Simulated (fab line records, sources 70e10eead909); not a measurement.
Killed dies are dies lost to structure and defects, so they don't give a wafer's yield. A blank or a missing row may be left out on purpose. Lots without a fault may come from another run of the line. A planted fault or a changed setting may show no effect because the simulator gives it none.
Chamber matching | flow nand_harc | NHARC_A_STAIRCASE_TRIM_229 on rie_diel-03: 4 sister chambers
The step chemistry O2, time 211.2 s. 8 wafers are shown with their chamber, then 9 later ones without.

WAFERS WITH THEIR CHAMBER
wafer  | chamber | showerhead_plenum_p_Torr (Torr) | oes_product_au (a.u.)
L082.5 | 0       | 3.44                            | 1.033
L083.3 | 2       | 3.37                            | 0.989
L083.5 | 0       | 3.44                            | 1.027
L085.2 | 3       | 3.70                            | 0.994
L085.5 | 3       | 3.70                            | 0.994
L086.2 | 1       | 3.81                            | 1.019
L086.4 | 2       | 3.36                            | 0.989
L086.5 | 1       | 3.81                            | 1.018

WAFERS WITHOUT THEIR CHAMBER
wafer  | showerhead_plenum_p_Torr (Torr) | oes_product_au (a.u.)
L087.1 | 3.43                            | 1.028
L087.2 | 3.36                            | 0.984
L087.5 | 3.43                            | 1.017
L090.1 | 3.35                            | 0.992
L090.3 | 3.69                            | 0.988
L090.5 | 3.69                            | 0.994
L096.1 | 3.42                            | 1.023
L096.4 | 3.68                            | 1.008
L096.6 | 3.68                            | 1.006

WHICH CHAMBER EACH WENT THROUGH
wafer  | from the rows above | in truth
L087.1 | 0                   | 0
L087.2 | 2                   | 2
L087.5 | 0                   | 0
L090.1 | 2                   | 2
L090.3 | 3                   | 3
L090.5 | 3                   | 3
L096.1 | 0                   | 0
L096.4 | 3                   | 3
L096.6 | 3                   | 3
Placed correctly: 9 of 9. Can't be placed from these rows: 0. Placed wrongly: 0.
How it was worked out, from the rows above alone: a wafer's distance from a chamber is the root of the sum, over the readings, of the square of ((its reading less the chamber's mean) divided by the reading's scatter). The wafer belongs to the nearest chamber; if the next one is less than 2 further off, it can't be placed. A chamber's mean is the mean of its shown wafers. The scatter: the root of (the sum of the squares of (reading less its chamber's mean) over the shown wafers, divided by (wafers less chambers)).
